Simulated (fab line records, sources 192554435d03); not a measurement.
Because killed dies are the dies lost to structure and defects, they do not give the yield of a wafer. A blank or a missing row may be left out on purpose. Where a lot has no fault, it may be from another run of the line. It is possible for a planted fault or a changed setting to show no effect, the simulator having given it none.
Lot-split experiment	flow n5-finfet	21 wafers read from 7 lots, route of 1938 steps

== ABOUT THE SPLIT ==
At N5_BEOL_M13_COAT_65 (time 60 s, resist thk 350 nm), the setting spin-rpm was moved away from the recipe's 1500 rpm on 10 of the 21 wafers read, by -11.3% to -5.6%. All remaining wafers had this setting at the recipe value.

The reading is taken at the split's own step.

== THE READING ==
SOC_of_BEOL_M13_COAT_65.thk-nm (the simulator's own value, which no gauge read), in nm, at N5_BEOL_M13_COAT_65 (time 60 s, resist thk 350 nm). There is no usual value for it anywhere in the file. The 11 wafers here that ran the recipe average 350.3 nm, standard deviation 1 nm.

wafer	tool, chamber at the split	spin-rpm as run, rpm	against the recipe	SOC_of_BEOL_M13_COAT_65.thk-nm, nm	against lot-mates on the recipe
L076.1	litho-track-01, 0	1416	-5.6%	363.6	+11.9
L076.3	litho-track-01, 0	1500	recipe	351.8	-
L076.4	litho-track-01, 0	1500	recipe	351.6	-
L079.2	litho-track-05, 0	1500	recipe	351	-
L079.4	litho-track-05, 0	1361	-9.3%	369.2	+18.2
L079.6	litho-track-05, 0	1361	-9.3%	368.8	+17.8
L080.4	litho-track-04, 0	1331	-11.3%	369.2	+20.3
L080.5	litho-track-04, 0	1500	recipe	349.4	-
L080.6	litho-track-04, 0	1500	recipe	348.4	-
L081.1	litho-track-04, 0	1343	-10.5%	369.6	+20.4
L081.3	litho-track-04, 0	1343	-10.5%	369.6	+20.4
L081.6	litho-track-04, 0	1500	recipe	349.2	-
L089.1	litho-track-04, 0	1355	-9.7%	368.2	+18.6
L089.4	litho-track-04, 0	1500	recipe	349.6	-
L089.5	litho-track-04, 0	1355	-9.7%	367.8	+18.2
L093.1	litho-track-04, 0	1500	recipe	350	-
L093.2	litho-track-04, 0	1500	recipe	350.6	-
L093.5	litho-track-04, 0	1500	recipe	350.8	-
L094.1	litho-track-04, 0	1407	-6.2%	361.6	+10.8
L094.2	litho-track-04, 0	1407	-6.2%	362.2	+11.4
L094.4	litho-track-04, 0	1500	recipe	350.8	-

THE FIT
A straight line over all 21 wafers: SOC_of_BEOL_M13_COAT_65.thk-nm changes by -1.86 nm for each +1% of spin-rpm; r = -0.99; the points scatter about the line by 1.2 nm.
The same after taking each lot's own level away (the mean of its wafers on the recipe; 21 wafers): -1.9 nm for each +1%; r = -1.00; scatter 0.55 nm.
On that fit, the largest move of spin-rpm shifts the reading by 21 nm.
The span of the lots' own levels, 348.90 to 351.70 nm, comes to 2.8 times the standard deviation stated above.
The two slopes agree, so the slope changes little with the lot-to-lot level.
Check: +21.7 nm against its lot-mates is what the line predicts for one of the wafers moved furthest among these (-11.3%) when that wafer is left out of the fit. It came out at +20.3 nm against them.

== ADDITIONAL SPLITS CARRIED BY THESE WAFERS ==
Other splits were also applied to these wafers ahead of the reading. Each is held against what the fit with the lots' levels taken away leaves over:
other split on the same wafers	wafers away from the commonest value	r with SOC_of_BEOL_M13_COAT_65.thk-nm (lot level and that fit taken away)
N5_BEOL_M11_EXPOSE_25 dose-mj	5	+0.24
N5_BEOL_M11_ETCH_66 time-s	5	-0.39
N5_BEOL_M11_CURE_72 time-s	5	-0.36

== THE FILE'S OWN FIT ==
SOC_of_BEOL_M13_COAT_65.thk-nm changes by -1.9 nm for each +1% of spin-rpm, r = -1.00.
